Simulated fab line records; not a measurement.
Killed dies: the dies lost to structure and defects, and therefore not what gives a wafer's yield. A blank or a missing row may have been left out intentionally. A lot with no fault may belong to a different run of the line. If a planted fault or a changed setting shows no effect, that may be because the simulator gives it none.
The tool behind it: which one? | flow nand_harc | 33 wafers from 11 lots sampled at 7 of the route's 1159 steps

== WHAT THE GAUGES READ, wafer by wafer ==
NHARC_P_ZERO_WELL_INSPECT_43. Usual: raw_defect_count reads 13 (standard deviation 5.9).
lot  | measured    | on                | raw_defect_count | flag
L130 | day 1 19:46 | defect_inspect-02 | 14 22 17         |
L131 | day 2 01:43 | defect_inspect-02 | 12 18 15         |
L133 | day 2 13:37 | defect_inspect-01 | 6 14 8           |
L135 | day 3 01:43 | defect_inspect-01 | 7 15 11          |
L138 | day 3 19:46 | defect_inspect-02 | 13 5 16          |
L139 | day 4 02:17 | defect_inspect-01 | 20 13 16         |
L142 | day 4 19:21 | defect_inspect-01 | 15 17 27         |
L143 | day 5 01:43 | defect_inspect-01 | 9 4 10           |
L148 | day 6 07:22 | defect_inspect-02 | 320 318 308      | OFF
L151 | day 7 01:38 | defect_inspect-01 | 291 291 282      | OFF
L152 | day 7 07:38 | defect_inspect-02 | 278 270 271      | OFF

NHARC_P_STI_INSPECT_11. Usual: raw_defect_count reads 5.6 (standard deviation 2.8).
lot  | measured    | on                | raw_defect_count | flag
L130 | day 2 13:38 | defect_inspect-01 | 3 10 11          |
L131 | day 2 13:37 | defect_inspect-02 | 17 7 5           |
L133 | day 3 02:11 | defect_inspect-02 | 6 10 6           |
L135 | day 3 17:59 | defect_inspect-02 | 3 3 4            |
L138 | day 4 12:53 | defect_inspect-02 | 4 6 8            |
L139 | day 4 18:50 | defect_inspect-02 | 4 8 6            |
L142 | day 5 07:49 | defect_inspect-01 | 8 8 3            |
L143 | day 5 17:11 | defect_inspect-01 | 1 5 2            |
L148 | day 7 00:58 | defect_inspect-01 | 303 319 292      | OFF
L151 | day 7 13:44 | defect_inspect-02 | 248 264 274      | OFF
L152 | day 8 01:28 | defect_inspect-01 | 264 268 259      | OFF

NHARC_P_GATE_CD_MEAS_26 targets a cd of 120 nm. Usual: cd_nm reads 120.6 nm (standard deviation 1).
lot  | measured     | on        | cd_nm (nm)        | flag
L130 | day 4 15:28  | cd_sem-01 | 120.5 119.1 120.5 |
L131 | day 4 15:02  | cd_sem-03 | 121.0 120.1 121.7 |
L133 | day 5 05:40  | cd_sem-03 | 121.1 121.1 121.9 |
L135 | day 6 07:08  | cd_sem-03 | 118.5 119.0 119.6 |
L138 | day 6 20:26  | cd_sem-02 | 120.9 121.4 122.0 |
L139 | day 7 01:05  | cd_sem-01 | 121.0 119.7 120.9 |
L142 | day 8 00:26  | cd_sem-03 | 121.1 121.7 120.8 |
L143 | day 8 01:00  | cd_sem-03 | 119.3 120.4 119.4 |
L148 | day 9 06:16  | cd_sem-02 | 120.1 121.3 120.7 |
L151 | day 9 20:04  | cd_sem-01 | 120.9 121.1 122.1 |
L152 | day 10 10:29 | cd_sem-01 | 119.8 121.8 120.5 |

NHARC_END_SORT_01. Usual: killed_at_array 31, standard deviation 11; killed_at_other 0.5, standard deviation 0.78; killed_at_periphery 3.0, standard deviation 2; killed_dies 34, standard deviation 12; killed_open 3.2, standard deviation 2; killed_short 1.9, standard deviation 1.6.
lot  | measured     | on        | killed_at_array | killed_at_other | killed_at_periphery | killed_dies | killed_open | killed_short | flag
L148 | day 23 21:27 | prober-01 | 26 33 37        | 0 1 0           | 73 31 73            | 99 65 110   | 2 3 5       | 2 3 0        | OFF
L151 | day 24 18:47 | prober-01 | 50 45 46        | 1 0 1           | 72 75 56            | 123 120 103 | 2 1 6       | 1 2 2        | OFF
L152 | day 24 12:58 | prober-02 | 36 30 26        | 1 0 2           | 73 55 49            | 110 85 77   | 2 1 1       | 1 0 0        | OFF

== EACH LOT AND THE TOOL THAT RAN IT (in order: tool; ch and the chambers of the sampled wafers; start) ==
lot  | NHARC_P_ZERO_WELL_ETCH_63       | NHARC_P_ZERO_WELL_PRECLEAN_68      | NHARC_P_GATE_ETCH_104
L130 | rie_si-05 ch 2,3, day 1 13:41   | wet_bench-04 ch 4,5,7, day 1 18:41 | rie_diel-04 ch 0,1,3, day 4 15:49
L131 | rie_si-05 ch 0,1,3, day 1 19:40 | wet_bench-07 ch 0,2,7, day 2 00:38 | rie_diel-03 ch 0,1,3, day 4 15:22
L133 | rie_si-05 ch 0,1, day 2 07:43   | wet_bench-07 ch 1,2,5, day 2 12:32 | rie_diel-03 ch 0,3, day 5 05:58
L135 | rie_si-02 ch 0,2,3, day 2 19:41 | wet_bench-05 ch 2,6,7, day 3 00:40 | rie_diel-01 ch 0,1,2, day 6 07:38
L138 | rie_si-02 ch 0,1,2, day 3 13:48 | wet_bench-04 ch 1,5,6, day 3 18:43 | rie_diel-04 ch 1,2, day 6 20:46
L139 | rie_si-04 ch 1,2, day 3 20:20   | wet_bench-05 ch 0,1,2, day 4 01:13 | rie_diel-03 ch 2,3, day 7 01:44
L142 | rie_si-04 ch 0,3, day 4 13:32   | wet_bench-07 ch 0,4,7, day 4 18:16 | rie_diel-01 ch 0,1,3, day 8 00:44
L143 | rie_si-05 ch 0,1,3, day 4 19:51 | wet_bench-04 ch 0,3,7, day 5 00:38 | rie_diel-03 ch 0,2,3, day 8 01:17
L148 | rie_si-05 ch 0,1,2, day 6 01:32 | wet_bench-04 ch 1,3,4, day 6 06:19 | rie_diel-03 ch 2,3, day 9 06:32
L151 | rie_si-05 ch 1,2,3, day 6 19:37 | wet_bench-04 ch 0,1,2, day 7 00:35 | rie_diel-01 ch 1,2,3, day 9 20:21
L152 | rie_si-02 ch 0,1,2, day 7 01:45 | wet_bench-04 ch 0,6,7, day 7 06:35 | rie_diel-01 ch 0,3, day 10 12:10
- NHARC_P_ZERO_WELL_ETCH_63: etches the open film in HBr/Cl2, target depth 120 nm, time 40.1 s.
- NHARC_P_ZERO_WELL_PRECLEAN_68: cleans in SC1, time 60 s.
- NHARC_P_GATE_ETCH_104: etches the open film in CF4/CHF3, target depth 60 nm.

== WHAT THE TOOLS THEMSELVES READ (means of the sampled wafers that have a number; where no wafer has one, the mark that the record gives instead) ==
NHARC_P_ZERO_WELL_ETCH_63. Usual: drypump_motor_current_A 6.01 A, standard deviation 0.27; oes_product_au 0.999 a.u., standard deviation 0.013; throttle_valve_pct 26.406 %, standard deviation 0.0091.
lot  | tool      | drypump_motor_current_A (A) | oes_product_au (a.u.) | throttle_valve_pct (%) | flag
L130 | rie_si-05 | 6.02                        | 1.006                 | 26.408                 |
L131 | rie_si-05 | 6.11                        | 1.005                 | 26.416                 |
L133 | rie_si-05 | 6.17                        | 0.993                 | 26.404                 |
L135 | rie_si-02 | 6.13                        | 1.000                 | 26.405                 |
L138 | rie_si-02 | 5.88                        | 1.000                 | 26.416                 |
L139 | rie_si-04 | 5.87                        | 1.002                 | 26.406                 |
L142 | rie_si-04 | 5.96                        | 0.991                 | 26.407                 |
L143 | rie_si-05 | 6.13                        | 0.993                 | 26.408                 |
L148 | rie_si-05 | 6.19                        | 0.999                 | 26.409                 |
L151 | rie_si-05 | 6.07                        | 1.001                 | 26.405                 |
L152 | rie_si-02 | 5.88                        | 1.001                 | 26.406                 |

NHARC_P_ZERO_WELL_PRECLEAN_68. Usual: sc1_h2o2_end_mol_l 0.3698, standard deviation 0.00064; temp_c 50.01 C, standard deviation 0.12.
lot  | tool         | sc1_h2o2_end_mol_l | temp_c (C) | flag
L130 | wet_bench-04 | 0.3703             | 50.07      |
L131 | wet_bench-07 | 0.3698             | 50.00      |
L133 | wet_bench-07 | 0.3698             | 49.99      |
L135 | wet_bench-05 | 0.3693             | 50.08      |
L138 | wet_bench-04 | 0.3691             | 50.13      |
L139 | wet_bench-05 | 0.3697             | 49.91      |
L142 | wet_bench-07 | 0.3694             | 49.91      |
L143 | wet_bench-04 | 0.3695             | 50.03      |
L148 | wet_bench-04 | 0.3698             | 50.13      |
L151 | wet_bench-04 | 0.3697             | 50.03      |
L152 | wet_bench-04 | 0.3701             | 49.95      |

NHARC_P_GATE_ETCH_104. Usual: drypump_motor_current_A 5.6 A, standard deviation 0.41; mfc_ar_sccm 0.011 sccm, standard deviation 0.013; oes_product_au 0.941 a.u., standard deviation 0.02; rf_vpp_V 370.3 V, standard deviation 2.4; showerhead_plenum_p_Torr 1.56 Torr, standard deviation 0.068; throttle_valve_pct 16.802 %, standard deviation 0.0094.
lot  | tool        | drypump_motor_current_A (A) | mfc_ar_sccm (sccm) | oes_product_au (a.u.) | rf_vpp_V (V) | showerhead_plenum_p_Torr (Torr) | throttle_valve_pct (%) | flag
L130 | rie_diel-04 | 5.5                         | 0.012              | 0.945                 | 372.7        | 1.63                            | 16.809                 |
L131 | rie_diel-03 | 5.4                         | 0.000              | 0.953                 | 369.6        | 1.56                            | 16.792                 |
L133 | rie_diel-03 | 5.4                         | 0.000              | 0.946                 | 369.4        | 1.54                            | 16.808                 |
L135 | rie_diel-01 | 5.7                         | 0.006              | 0.928                 | 370.7        | 1.57                            | 16.797                 |
L138 | rie_diel-04 | 5.8                         | 0.026              | 0.949                 | 371.9        | 1.59                            | 16.794                 |
L139 | rie_diel-03 | 6.1                         | 0.020              | 0.947                 | 368.2        | 1.49                            | 16.797                 |
L142 | rie_diel-01 | 5.4                         | 0.016              | 0.957                 | 371.5        | 1.61                            | 16.802                 |
L143 | rie_diel-03 | 5.7                         | 0.010              | 0.933                 | 369.2        | 1.51                            | 16.801                 |
L148 | rie_diel-03 | 6.1                         | 0.020              | 0.947                 | 367.5        | 1.48                            | 16.801                 |
L151 | rie_diel-01 | 5.5                         | 0.016              | 0.970                 | 371.8        | 1.60                            | 16.805                 |
L152 | rie_diel-01 | 5.3                         | 0.020              | 0.943                 | 369.7        | 1.53                            | 16.802                 |

== THE ANSWER, worked out from the rows above alone ==
Rule: a lot counts as off when the mean over its wafers that have a number is more than 3 standard deviations away from the usual mean. Also off: a lot with no number at a reading for which 4 or more lots have one. The other lots that the step has rows for count as sound. Order of review: gauges by route order, followed by the tools' own readings, for which a lot's mean as printed above is used. At the first step where some lot is off, the reading lying furthest off is the one used; lots without a number count as furthest.
Off: L148, L151, L152, at NHARC_P_ZERO_WELL_INSPECT_43 (raw_defect_count).
If a tool, at a process step before that reading, ran all the lots that are off and no sound lot after the first of them, it fits. The gauges at NHARC_P_ZERO_WELL_INSPECT_43 aren't tried: what is off there is off at NHARC_END_SORT_01 too, on other tools, and a gauge's error can't cause that. One fits: wet_bench-04 at NHARC_P_ZERO_WELL_PRECLEAN_68. Its last sound lot is L143 (day 5 00:38), its first lot that is off L148 (day 6 06:19): a fault that began between those two fits.

== WHAT THE SIMULATOR PUT IN ==
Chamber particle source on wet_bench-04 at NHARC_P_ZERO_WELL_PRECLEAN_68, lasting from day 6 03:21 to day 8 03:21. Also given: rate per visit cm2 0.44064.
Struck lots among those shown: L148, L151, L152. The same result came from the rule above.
